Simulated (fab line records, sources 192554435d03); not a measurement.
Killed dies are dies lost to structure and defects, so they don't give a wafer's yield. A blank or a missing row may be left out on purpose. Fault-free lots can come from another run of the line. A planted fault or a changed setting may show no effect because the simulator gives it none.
fab line records	flow n5-finfet
[record] lots = 4	wafers = 12	last-day = 16
route steps=1938 shown BEOL_M1@829 BEOL_M2@841 BEOL_M4@1111 PASSIVATION@1936
lots that met no fault: from a run of the same line without faults
start-h: hours from the record's first day to the start of the lot's first wafer shown	wait-h: hours from the lot's prior step to this one	" same as the row above	L1.1+2: one row covering several wafers at once	- either no value or no given start	* or withheld: withheld	< > ~ a bound
route shown NAME@n: a module of which the file shows steps, and the number in the route of the first	usual: the fault-free wafers' mean and standard deviation	same: alike in all rows	chamber/n: place in a boat	sites: per-site readings	_std_site: the standard deviation of these	_edge_site: the outer-site mean with the inner-site mean subtracted	radius-mm: for every site, how far away it sits from the centre of the wafer	mask NAME#n: copy n	behind: the tool/chamber that last shaped the wafer	hold: why the lot went on hold/how many hours it stayed there/how the hold came to an end	device: whichever transistor did not switch (one of n, p or np)	end of line: the route-end tests of the same wafers	step lacking rows: just its recipe	killed: dies lost to structure and defects at the first sort, not the wafer's yield	map: the dies of a wafer, with x for killed, . for not killed, _ for no die there
set.NAME: the setting that was run; set.NAME@STEP: the one run at that earlier step	model.NAME: the simulator's own value behind a step, which no gauge read
certain route steps with their lots: each step a table, each wafer a row
services: a tool's chamber out of use, with start hour (start-h, from the record's first day; less than 0 if before it), hours out, and reason
[[steps]]
[step N5_BEOL_M1_ANNEAL_95]
[recipe] temp-c = 400	time-s = 240	ambient = vacuum
[step N5_BEOL_M1_SPUTTER_96]
[recipe] material = Cu	target-thk-a = 45	temp-c = -20	chamber-pressure-pa = 0.07	power-w = withheld	time-s = 8.29
[step N5_BEOL_M1_ECD_50]
[recipe] material = Cu	target-thk-a = 3000
[step N5_BEOL_M1_ANNEAL_51]
[recipe] temp-c = 225	time-s = 90	ambient = N2
[step N5_BEOL_M1_CMP_52]
[recipe] stop-on = SiOC	t-overpolish-s = 6.8	down-force-psi = 1	platen-rpm = 50	clearing-platen-down-force-psi = 1.5	clearing-platen-rpm = 50	post-cmp-clean = cu-alkaline	target-thk-nm = 40	clearing-platen-pad-velocity-m-s = 0.99484	pad-velocity-m-s = 0.99484
[step N5_BEOL_M1_PRE_CLEAN_60]
[recipe] gas = NH3/H2	time-s = 15	temp-c = *	rf-power-w = 300
[step N5_BEOL_M1_CO_CAP_55]
[recipe] material = Co	target-thk-a = 20	temp-c = 200	precursor = CCTBA/H2	pressure-torr = 30	time-s = 102.1
[step N5_BEOL_M1_PRE_CLEAN_56]
[recipe] gas = NH3	time-s = 15	temp-c = withheld	rf-power-w = 300
[step N5_BEOL_M1_DEP_57]
[recipe] material = SiCN	target-thk-a = 80	temp-c = withheld	precursor = 3MS/NH3	pressure-torr = 3	rf-w = 202	time-s = 14
[step N5_BEOL_M2_ILD_DEP_00]
[recipe] material = SiOC	target-thk-a = 790	temp-c = 350	precursor = DEMS/O2	pressure-torr = 5	rf-w = 500	time-s = 15.3
[usual] heater-power-w = 499/68	rf-fwd-power-W = 493.7/2.2	showerhead-plenum-p-Torr = 5.693/0.012	throttle-valve-pct = 12.0/0.64
lot.wafer	tool	chamber	start-h	wait-h	heater-power-w	rf-fwd-power-W	showerhead-plenum-p-Torr	throttle-valve-pct
L940.1	pecvd-04	0	164.29	0.0	534	490.5	5.691	13.1
L940.2	"	2	"	"	472	491.1	5.707	11.1
L940.3	"	1	"	"	374	489.9	5.696	11.4
L940.1	pecvd-04	0	164.53	0.2	532	491.4	5.686	13.1
L940.2	"	2	"	"	472	491.7	5.697	11.1
L940.3	"	1	"	"	366	490.2	5.701	11.3
L945.1	pecvd-01	2	190.34	0.0	499	492.8	5.710	11.8
L945.3	"	0	"	"	568	495.9	5.673	13.1
L945.4	"	2	"	"	493	492.4	5.699	11.5
L945.1	pecvd-01	2	190.57	0.2	489	492.4	5.697	11.5
L945.3	"	0	"	"	561	494.7	5.682	13.1
L945.4	"	2	"	"	492	491.5	5.709	11.5
L952.3	pecvd-04	0	233.20	0.0	602	491.4	5.680	13.0
L952.4	"	1	"	"	412	488.6	5.689	11.5
L952.5	"	0	"	"	593	493.2	5.698	12.8
L954.1	pecvd-04	2	241.58	0.0	478	493.9	5.698	11.1
L954.2	"	1	"	"	417	489.2	5.687	11.6
L954.5	"	0	"	"	520	492.2	5.696	13.1
[step N5_BEOL_M2_THK_MEAS_01]
[recipe] reads = SiOC_of_BEOL_M2_ILD_DEP_00
[usual] M2_ILD_THK = 79.3/0.93
lot.wafer	tool	chamber	start-h	wait-h	M2_ILD_THK[nm]
L940.1	film-metro-02	-	164.59	0.0	158.8
L940.2	"	-	"	"	158.7
L940.3	"	-	"	"	159.1
L945.1	film-metro-01	-	190.64	0.0	158.8
L945.3	"	-	"	"	158.0
L945.4	"	-	"	"	160.4
L952.3	film-metro-01	-	233.27	0.1	78.4
L952.4	"	-	"	"	79.3
L952.5	"	-	"	"	78.8
L954.1	film-metro-02	-	241.65	0.0	79.3
L954.2	"	-	"	"	78.8
L954.5	"	-	"	"	79.2
[step N5_BEOL_M2_PECVD_72]
[recipe] material = SiO2	target-thk-a = 160	temp-c = 400	precursor = TEOS/O2	pressure-torr = 5.5	rf-w = 450	teos-flow-sccm = 53.8	gas = O2	flow-sccm = 3000	time-s = 18
[step N5_BEOL_M2_HM_DEP_02]
[recipe] material = TiN	target-thk-a = 200	temp-c = 25	chamber-pressure-pa = 0.49996
[step N5_BEOL_M2_COAT_61]
[recipe] resist = SOC	temp-c = 250	time-s = 60	spin-rpm = 1500	resist-thk-nm = 60
[step N5_BEOL_M2_COAT_62]
[recipe] resist = SiARC	temp-c = 220	time-s = 60	spin-rpm = 1500	resist-thk-nm = 12
[step N5_BEOL_M2_COAT_73]
[recipe] resist = underlayer	temp-c = 205	time-s = 60	spin-rpm = 1500	resist-thk-nm = 5
[step N5_BEOL_M2_COAT_05]
[recipe] resist = CAR-EUV	spin-rpm = 1500	resist-thk-nm = 30
[step N5_BEOL_M2_EBR_07]
[recipe] solvent = PGMEA	ebr-width-mm = 1.5
[step N5_BEOL_M2_SOFTBAKE_06]
[recipe] temp-c = 110	time-s = 60	resist = CAR-EUV
[step N5_BEOL_M2_EXPOSE_08]
[recipe] mask-id = M2	na = 0.33	source-shape = dipole	sigma-inner = 0.369	sigma-outer = 0.767	polarization = unpolarized	dose-mj = 41.25
[step N5_BEOL_M2_PEB_09]
[recipe] peb-temp-c = 100	peb-time-s = 60	resist = CAR-EUV
[step N5_BEOL_M2_DEVELOP_10]
[recipe] develop-time-s = 30	developer = TMAH	resist = CAR-EUV	rinse-liquid = surfactant-rinse	dry = air-spin	dev-temp-c = 23
[step N5_BEOL_M2_DESCUM_16]
[recipe] chemistry = O2	time-s = 7	source-power-w = 50	bias-power-w = 20	pressure-mtorr = 20	rf-frequency-hz = 2.712e+07	temp-c = 40	resist = CAR-EUV	o2-flow-sccm = 225
[step N5_BEOL_M2_ETCH_74]
[recipe] chemistry = N2/H2	target = underlayer	target-depth-a = 65	mask-material = CAR-EUV	time-s = 5.2	ion-energy-ev = 200	pressure-mtorr = 30	source-w = 840	bias-w = 150	n2-flow-sccm = 200	h2-flow-sccm = 200	ends = cleared
[step N5_BEOL_M2_ETCH_63]
[recipe] chemistry = CF4	target = SiARC	target-depth-a = 156	mask-material = CAR-EUV	time-s = 26	ion-energy-ev = 80	pressure-mtorr = 40	source-w = 545	bias-w = 36	Ar_flow_sccm = 100	cf4-flow-sccm = 100	ends = cleared
[step N5_BEOL_M2_ETCH_64]
[recipe] chemistry = N2/H2	target = SOC	target-depth-a = 750	overetch-a = 225	mask-material = SiARC	temp-c = 40	time-s = 121.9	ion-energy-ev = 200	pressure-mtorr = 30	source-w = 840	bias-w = 150	n2-flow-sccm = 200	h2-flow-sccm = 200
[step N5_BEOL_M2_STRIP_65]
[recipe] chemistry = N2/H2	temp-c = 40	n2-flow-sccm = 200	h2-flow-sccm = 200	rf-frequency-hz = 6e+07
[step N5_BEOL_M2_STRIP_75]
[recipe] chemistry = N2/H2	temp-c = 40	n2-flow-sccm = 200	h2-flow-sccm = 200	rf-frequency-hz = 6e+07
[step N5_BEOL_M2_STRIP_66]
[recipe] chemistry = CF4	resist = SiARC	power-w = 300	bias-power-w = 75	pressure-mtorr = 50	cf4-flow-sccm = 150	rf-frequency-hz = 6e+07
[step N5_BEOL_M2_HM_OPEN_17]
[recipe] chemistry = Cl2/BCl3	target-depth-a = 200	overetch-a = 60	target = TiN	mask-material = SOC	ion-energy-ev = 150	pressure-mtorr = 10	icp-w = 1000	bias-w = 126	Cl2_flow_sccm = 53.25	bcl3-flow-sccm = 21.75	Ar_flow_sccm = 25
[step N5_BEOL_M2_STRIP_19]
[recipe] chemistry = O2	power-w = 400	temp-c = 40	pressure-mtorr = 30	rf-frequency-hz = 6e+07	bias-power-w = 0	overash-fraction = 0.2	o2-flow-sccm = 225
[step N5_BEOL_M2_COAT_67]
[recipe] resist = SOC	temp-c = 250	time-s = 60	spin-rpm = 1500	resist-thk-nm = 60
[step N5_BEOL_M2_COAT_68]
[recipe] resist = SiARC	temp-c = 220	time-s = 60	spin-rpm = 1500	resist-thk-nm = 12
[step N5_BEOL_M2_COAT_76]
[recipe] resist = underlayer	temp-c = 205	time-s = 60	spin-rpm = 1500	resist-thk-nm = 5
[step N5_BEOL_M2_COAT_22]
[recipe] resist = CAR-EUV	spin-rpm = 1500	resist-thk-nm = 30
[step N5_BEOL_M2_CMP_52]
[recipe] stop-on = SiOC	t-overpolish-s = 6.8	down-force-psi = 1	platen-rpm = 50	clearing-platen-down-force-psi = 1.5	clearing-platen-rpm = 50	post-cmp-clean = cu-alkaline	target-thk-nm = 40	clearing-platen-pad-velocity-m-s = 0.99484	pad-velocity-m-s = 0.99484
[usual] barrier-field-endpoint-s = 25.0/0.51	motor-current-A = 6.0/0.69	overpolish-run-s = 6.800/0.009	time-to-endpoint-s = 63.2/2.5
lot.wafer	tool	chamber	start-h	wait-h	barrier-field-endpoint-s	motor-current-A	overpolish-run-s	time-to-endpoint-s	model.SiOC_of_BEOL_M2_ILD_DEP_00.thk-nm
L940.1	cmp-01	2	179.40	0.3	25.0	5.6	6.786	63.2	155.8
L940.3	"	3	"	"	24.6	5.4	6.786	62.9	156
L940.2	"	1	"	"	25.1	5.3	6.807	64.0	155.6
L945.1	cmp-01	1	208.05	0.3	24.5	5.3	6.797	64.4	155.6
L945.3	"	2	"	"	24.7	5.3	6.815	65.3	155
L945.4	"	3	"	"	24.8	5.6	6.793	64.5	157.4
L952.4	cmp-01	0	240.33	0.1	25.1	6.2	6.813	61.8	76.4
L952.3	"	1	"	"	24.8	5.4	6.804	66.3	75.4
L952.5	"	0	"	"	24.5	6.0	6.791	63.1	75.8
L954.1	cmp-01	3	252.55	0.3	24.7	5.4	6.810	62.8	76.2
L954.2	"	2	"	"	24.7	5.7	6.783	59.7	75.8
L954.5	"	0	"	"	24.8	6.0	6.788	62.6	76.2
[step N5_BEOL_M4_RC_MEAS_101]
[usual] DIBL_N = 36.5/1.4	DIBL_P = 36.5/1.6	IOFF_N = 0.163/0.022	IOFF_P = 0.219/0.029	ION_N = 675/8.3	ION_P = 464/6.2	SS_N = 71.5/0.52	SS_P = 73.4/0.57	VT_N = 249.7/2.6	VT_P = -250/3
lot.wafer	tool	chamber	start-h	wait-h	DIBL_N[mV/V]	DIBL_P[mV/V]	IOFF_N[nA/um]	IOFF_P[nA/um]	ION_N[uA/um]	ION_P[uA/um]	SS_N[mV/dec]	SS_P[mV/dec]	VT_N[mV]	VT_P[mV]
L952.3	prober-02	0	262.51	0.3	34.0	33.1	0.118	0.169	672	453	70.2	72.9	254.2	-253
L952.4	"	0	"	"	36.5	36.7	0.155	0.213	663	457	71.2	73.5	251.6	-249
L952.5	"	0	"	"	36.1	36.0	0.153	0.202	675	460	71.3	73.2	248.6	-248
L954.1	prober-01	0	282.69	0.0	39.3	40.7	0.207	0.254	679	466	72.0	75.2	246.7	-249
L954.2	"	0	"	"	39.1	41.1	0.204	0.262	684	470	71.9	73.8	247.3	-249
L954.5	"	0	"	"	38.5	40.1	0.188	0.236	686	469	71.7	74.2	246.6	-251
[step N5_PASSIVATION_PROBE_49]
[usual] defect-limited-yield = 91.2/1.6	killed_at_M0_to_M3 = 33/11	killed_at_M4_up = 15/6.2	killed-at-contacts = 15/7.1	killed-at-front-end = 38/12	killed-at-other = 4/3.5	killed-dies = 104/19	killed-on-rim = 14/4	killed-open = 69/14	killed-short = 34/8.5	sort_bin_5_function = 5.2/0.99	sort_bin_6_memory = 3.3/0.77	sort-n-pass = 1076/19	sort-yield-pct = 91.2/1.6
[same] gross-dies = 1180	killed-at-back-side = 0	sort_bin_4_leakage[%] = 0	sort_bin_8_speed[%] = 0
lot.wafer	tool	chamber	start-h	wait-h	defect-limited-yield[%]	killed_at_M0_to_M3	killed_at_M4_up	killed-at-contacts	killed-at-front-end	killed-at-other	killed-dies	killed-on-rim	killed-open	killed-short	sort_bin_5_function[%]	sort_bin_6_memory[%]	sort-n-pass	sort-yield-pct[%]
L940.1	prober-01	-	311.10	0.0	0	1102	10	19	48	1	1180	152	78	34	96.2	3.5	0	0
L940.2	prober-01	-	311.15	0.1	0	1098	15	11	56	0	1180	152	75	40	96.4	3.3	0	0
L940.3	prober-01	-	311.20	0.1	0	1115	5	20	39	1	1180	152	62	29	97.3	2.4	0	0
// killed by level:class
L940.1 BEOL_M2:area-dep=1067 STI_FIN_REVEAL:geometric-particle:open=14 MOL_CONTACT_COAG:geometric-particle:open=12 BEOL_M0_SAQP:geometric-particle:open=11 BEOL_M4:geometric-particle:open=8 BEOL_M0_SAQP:geometric-particle:short=8 MOL_CONTACT_COAG:geometric-particle:short=7 FIN_SAQP:geometric-particle:open=6
L940.2 BEOL_M2:area-dep=1065 STI_FIN_REVEAL:geometric-particle:open=18 FIN_SAQP:geometric-particle:short=9 MOL_CONTACT_COAG:geometric-particle:open=9 BEOL_M0_SAQP:geometric-particle:short=8 BEOL_M3:geometric-particle:open=8 FIN_SAQP:geometric-particle:open=6 BEOL_M5:geometric-particle:open=6
L940.3 BEOL_M2:area-dep=1089 MOL_CONTACT_COAG:geometric-particle:open=17 FIN_SAQP:geometric-particle:open=9 BEOL_M3:geometric-particle:open=8 STI_FIN_REVEAL:geometric-particle:open=7 STARTING-WAFER:geometric-particle:open=5 STI_FIN_REVEAL:geometric-particle:short=5 BEOL_M0_SAQP:geometric-particle:short=5
// map L940.1 (x killed, . not)
_________________xxxxxxxxxxxx________________
______________xxxxxxxxxxxxxxxxxx_____________
___________xxxxxxxxxxxxxxxxxxxxxxxx__________
__________xxxxxxxxxxxxxxxxxxxxxxxxxx_________
________xxxxxxxxxxxxxxxxxxxxxxxxxxxxxx_______
_______xxxxxxxxxxxxxxxxxxxxxxxxxxxxxxxx______
______xxxxxxxxxxxxxxxxxxxxxxxxxxxxxxxxxx_____
_____xxxxxxxxxxxxxxxxxxxxxxxxxxxxxxxxxxxx____
____xxxxxxxxxxxxxxxxxxxxxxxxxxxxxxxxxxxxxx___
___xxxxxxxxxxxxxxxxxxxxxxxxxxxxxxxxxxxxxxxx__
___xxxxxxxxxxxxxxxxxxxxxxxxxxxxxxxxxxxxxxxx__
__xxxxxxxxxxxxxxxxxxxxxxxxxxxxxxxxxxxxxxxxxx_
__xxxxxxxxxxxxxxxxxxxxxxxxxxxxxxxxxxxxxxxxxx_
_xxxxxxxxxxxxxxxxxxxxxxxxxxxxxxxxxxxxxxxxxxxx
_xxxxxxxxxxxxxxxxxxxxxxxxxxxxxxxxxxxxxxxxxxxx
_xxxxxxxxxxxxxxxxxxxxxxxxxxxxxxxxxxxxxxxxxxxx
_xxxxxxxxxxxxxxxxxxxxxxxxxxxxxxxxxxxxxxxxxxxx
_xxxxxxxxxxxxxxxxxxxxxxxxxxxxxxxxxxxxxxxxxxxx
_xxxxxxxxxxxxxxxxxxxxxxxxxxxxxxxxxxxxxxxxxxxx
_xxxxxxxxxxxxxxxxxxxxxxxxxxxxxxxxxxxxxxxxxxxx
_xxxxxxxxxxxxxxxxxxxxxxxxxxxxxxxxxxxxxxxxxxxx
__xxxxxxxxxxxxxxxxxxxxxxxxxxxxxxxxxxxxxxxxxx_
__xxxxxxxxxxxxxxxxxxxxxxxxxxxxxxxxxxxxxxxxxx_
___xxxxxxxxxxxxxxxxxxxxxxxxxxxxxxxxxxxxxxxx__
___xxxxxxxxxxxxxxxxxxxxxxxxxxxxxxxxxxxxxxxx__
____xxxxxxxxxxxxxxxxxxxxxxxxxxxxxxxxxxxxxx___
_____xxxxxxxxxxxxxxxxxxxxxxxxxxxxxxxxxxxx____
______xxxxxxxxxxxxxxxxxxxxxxxxxxxxxxxxxx_____
_______xxxxxxxxxxxxxxxxxxxxxxxxxxxxxxxx______
________xxxxxxxxxxxxxxxxxxxxxxxxxxxxxx_______
__________xxxxxxxxxxxxxxxxxxxxxxxxxx_________
___________xxxxxxxxxxxxxxxxxxxxxxxx__________
______________xxxxxxxxxxxxxxxxxx_____________
_________________xxxxxxxxxxxx________________
// map L952.3 (x killed, . not)
_________________...x........________________
______________...........x.x...._____________
___________.........x.........x....__________
__________x......................x.._________
________.....x........xxx....x...x.x.._______
_______.x..............x....x..........______
______...........xx................x...._____
_____..........x.....x...................____
____.....................................x___
___......x...x.x.x.......................xx__
___.....................x...........x......__
__x.....x..................x..x............._
__.........x...x.x.................x..xx...._
_.......x.........x...................x...x..
_...x..............x...x.....xx.......x......
_.x...x...x..x................x..............
_.............x..............x......x........
_...x.........x......x.................x.x.x.
_....x........................x....x........x
_.x.x..........x....x...x.........x.........x
_..................................x.......x.
__.................x.........x...........x.._
__......................x..x.x..x.....x....._
___..xx.............x....................x.__
___.....x..............x..x................__
____......................x..............x___
_____........x..........................x____
______........x........x.x.....x........_____
_______.xxx.x....x.x.x...........x..x..______
________..x..............x...........x_______
__________x......x.................._________
___________...........x.....x......__________
______________.................._____________
_________________..x.........________________
[[services]]
tool	chamber	start-h	hours	kind
pecvd-01	2	153.56	4.9	repair
pecvd-01	1	155.27	2.1	scheduled-down
cmp-01	-	174.98	4.3	repair
cmp-01	-	191.12	1.8	repair
cmp-01	-	227.10	0.9	repair
pecvd-01	2	244.65	5.5	scheduled-down
[[key]]
[first-sign] step = N5_BEOL_M2_ILD_DEP_00	reading = visit	direction = added
[effect] step = N5_BEOL_M2_THK_MEAS_01	reading = M2_ILD_THK	direction = up	sigmas = 86	usual = 79.3	struck = 159.0
[effect] step = N5_PASSIVATION_PROBE_49	reading = killed_at_M0_to_M3	direction = up	sigmas = 99+	usual = 33	struck = 1105
[model-effect] step = N5_BEOL_M2_CMP_52	value = SiOC_of_BEOL_M2_ILD_DEP_00.thk-nm	without = 76.47	struck = 155.9
[more-kills-born-at] N5_BEOL_M2_ILD_DEP_00@pecvd-04 = 3221
met-at N5_BEOL_M2_ILD_DEP_00
struck-wafers L940.1,L940.2,L940.3,L945.1,L945.3,L945.4
rows-end L945.1,L945.3,L945.4
later-rows-left-out L940.1,L940.2,L940.3
[fault] kind = repeated-step-whole	tool = pecvd-01,pecvd-02,pecvd-04	chamber = -	onset-h = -	steps = N5_BEOL_M2_ILD_DEP_00	times = 1	scope = struck-lots-only
// later-rows-left-out: the simulator's readings of these wafers behind a module that went badly wrong aren't trusted and aren't shown, but for the sort
// rows-end: these wafers met a further fault down the route, and their rows from its step on are left out
